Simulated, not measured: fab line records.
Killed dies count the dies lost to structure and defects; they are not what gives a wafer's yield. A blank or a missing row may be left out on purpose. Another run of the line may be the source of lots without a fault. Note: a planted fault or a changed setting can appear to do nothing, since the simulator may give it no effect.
Matching of chambers :: flow n5 finfet :: N5_BEOL_M11_ILD_DEP_00 on pecvd-02 has 3 sister chambers
The step deposits SiCOH lowk from DEMS/porogen, target thk 308.51 nm, time 58 s. 14 wafers are shown with their chamber, then 7 later ones without.

== EACH WAFER AND ITS CHAMBER ==
wafer: L077.2
chamber: 2
throttle valve pct (%): 12.9
heater power w (W): 323
heater power outer w (W): 154

wafer: L077.3
chamber: 0
throttle valve pct (%): 14.2
heater power w (W): 213
heater power outer w (W): 83

wafer: L077.5
chamber: 0
throttle valve pct (%): 14.2
heater power w (W): 221
heater power outer w (W): 89

wafer: L076.3
chamber: 0
throttle valve pct (%): 14.3
heater power w (W): 198
heater power outer w (W): 70

wafer: L076.4
chamber: 1
throttle valve pct (%): 13.7
heater power w (W): 311
heater power outer w (W): 172

wafer: L076.5
chamber: 2
throttle valve pct (%): 13.4
heater power w (W): 368
heater power outer w (W): 189

wafer: L082.1
chamber: 1
throttle valve pct (%): 13.7
heater power w (W): 314
heater power outer w (W): 172

wafer: L082.2
chamber: 0
throttle valve pct (%): 14.4
heater power w (W): 252
heater power outer w (W): 113

wafer: L082.4
chamber: 0
throttle valve pct (%): 14.1
heater power w (W): 197
heater power outer w (W): 67

wafer: L081.4
chamber: 2
throttle valve pct (%): 13.3
heater power w (W): 380
heater power outer w (W): 195

wafer: L081.5
chamber: 1
throttle valve pct (%): 13.4
heater power w (W): 251
heater power outer w (W): 123

wafer: L081.6
chamber: 0
throttle valve pct (%): 14.3
heater power w (W): 223
heater power outer w (W): 99

wafer: L092.1
chamber: 1
throttle valve pct (%): 13.7
heater power w (W): 280
heater power outer w (W): 155

wafer: L092.2
chamber: 0
throttle valve pct (%): 14.4
heater power w (W): 206
heater power outer w (W): 78

SIGNATURES (means of the wafers above)
reading: throttle valve pct
chamber 0: 14.271
chamber 1: 13.625
chamber 2: 13.200
scatter within a chamber: 0.16

reading: heater power w
chamber 0: 215.71
chamber 1: 289.00
chamber 2: 357.00
scatter within a chamber: 24.5

reading: heater power outer w
chamber 0: 85.57
chamber 1: 155.50
chamber 2: 179.33
scatter within a chamber: 19.5
Rule: a wafer's distance from a chamber is the root of the sum, over the readings, of the square of ((its reading less the chamber's mean) divided by the reading's scatter). If the next closest chamber is less than 2 further off than the closest, the wafer can't be placed; otherwise it belongs to the closest. The scatter: the root of (the sum of the squares of (reading less its chamber's mean) over the shown wafers, divided by (wafers less chambers)).

== WAFERS MISSING THEIR CHAMBER ==
wafer: L092.3
throttle valve pct (%): 13.5
heater power w (W): 400
heater power outer w (W): 203

wafer: L093.1
throttle valve pct (%): 13.7
heater power w (W): 309
heater power outer w (W): 173

wafer: L093.2
throttle valve pct (%): 13.5
heater power w (W): 390
heater power outer w (W): 204

wafer: L093.4
throttle valve pct (%): 14.2
heater power w (W): 244
heater power outer w (W): 104

wafer: L095.3
throttle valve pct (%): 14.3
heater power w (W): 245
heater power outer w (W): 104

wafer: L095.4
throttle valve pct (%): 13.5
heater power w (W): 298
heater power outer w (W): 164

wafer: L095.5
throttle valve pct (%): 14.3
heater power w (W): 246
heater power outer w (W): 106

== CHAMBER TAKEN BY EACH ==
wafer: L092.3
from the rows above: 2
in truth: 2

wafer: L093.1
from the rows above: 1
in truth: 1

wafer: L093.2
from the rows above: 2
in truth: 2

wafer: L093.4
from the rows above: 0
in truth: 0

wafer: L095.3
from the rows above: 0
in truth: 0

wafer: L095.4
from the rows above: 1
in truth: 1

wafer: L095.5
from the rows above: 0
in truth: 0
Correctly placed: 7 of 7. Can't be placed from these rows: 0. Placed wrongly: 0.
